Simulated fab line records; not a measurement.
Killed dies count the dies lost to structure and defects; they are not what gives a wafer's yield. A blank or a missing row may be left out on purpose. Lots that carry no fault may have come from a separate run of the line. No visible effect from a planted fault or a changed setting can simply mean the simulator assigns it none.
Chamber matching + flow n5_finfet + 4 sister chambers for N5_BEOL_M13_ETCH_67 on rie_diel-06
The step etches SiARC in CF4, target depth 143 nm, time 238.3 s. 8 wafers are shown with their chamber, then 8 later ones without.

== EACH WAFER AND ITS CHAMBER ==
| wafer  | chamber | showerhead_plenum_p_Torr (Torr) | throttle_valve_pct (%) |
|--------|---------|---------------------------------|------------------------|
| L075.1 | 2       | 2.21                            | 15.4                   |
| L078.1 | 2       | 2.21                            | 15.4                   |
| L078.4 | 3       | 2.28                            | 15.8                   |
| L080.4 | 0       | 2.10                            | 15.3                   |
| L080.5 | 0       | 2.10                            | 15.3                   |
| L082.1 | 3       | 2.27                            | 15.9                   |
| L082.6 | 1       | 2.06                            | 16.2                   |
| L086.3 | 1       | 2.06                            | 16.2                   |

== WAFERS WITHOUT THEIR CHAMBER ==
| wafer  | showerhead_plenum_p_Torr (Torr) | throttle_valve_pct (%) |
|--------|---------------------------------|------------------------|
| L086.5 | 2.27                            | 15.9                   |
| L086.6 | 2.20                            | 15.4                   |
| L094.1 | 2.20                            | 15.4                   |
| L094.3 | 2.27                            | 15.9                   |
| L094.4 | 2.05                            | 16.2                   |
| L096.1 | 2.05                            | 16.2                   |
| L096.5 | 2.27                            | 15.9                   |
| L096.6 | 2.05                            | 16.2                   |

== THE CHAMBER EACH PASSED THROUGH ==
| wafer  | from the rows above | in truth |
|--------|---------------------|----------|
| L086.5 | 3                   | 3        |
| L086.6 | 2                   | 2        |
| L094.1 | 2                   | 2        |
| L094.3 | 3                   | 3        |
| L094.4 | 1                   | 1        |
| L096.1 | 1                   | 1        |
| L096.5 | 3                   | 3        |
| L096.6 | 1                   | 1        |
Correct placement for 8 of the 8. From these rows, 0 cannot be placed. 0 placed wrongly.
How it was worked out, from the rows above alone: a wafer's distance from a chamber is the root of the sum, over the readings, of the square of ((its reading less the chamber's mean) divided by the reading's scatter). The wafer belongs to the nearest chamber; if the next one is less than 2 further off, it can't be placed. The mean given for a chamber averages the wafers shown for that chamber. The scatter is the square root of a quotient: the sum, over the shown wafers, of each reading's squared deviation from its chamber's mean, divided by wafers minus chambers.
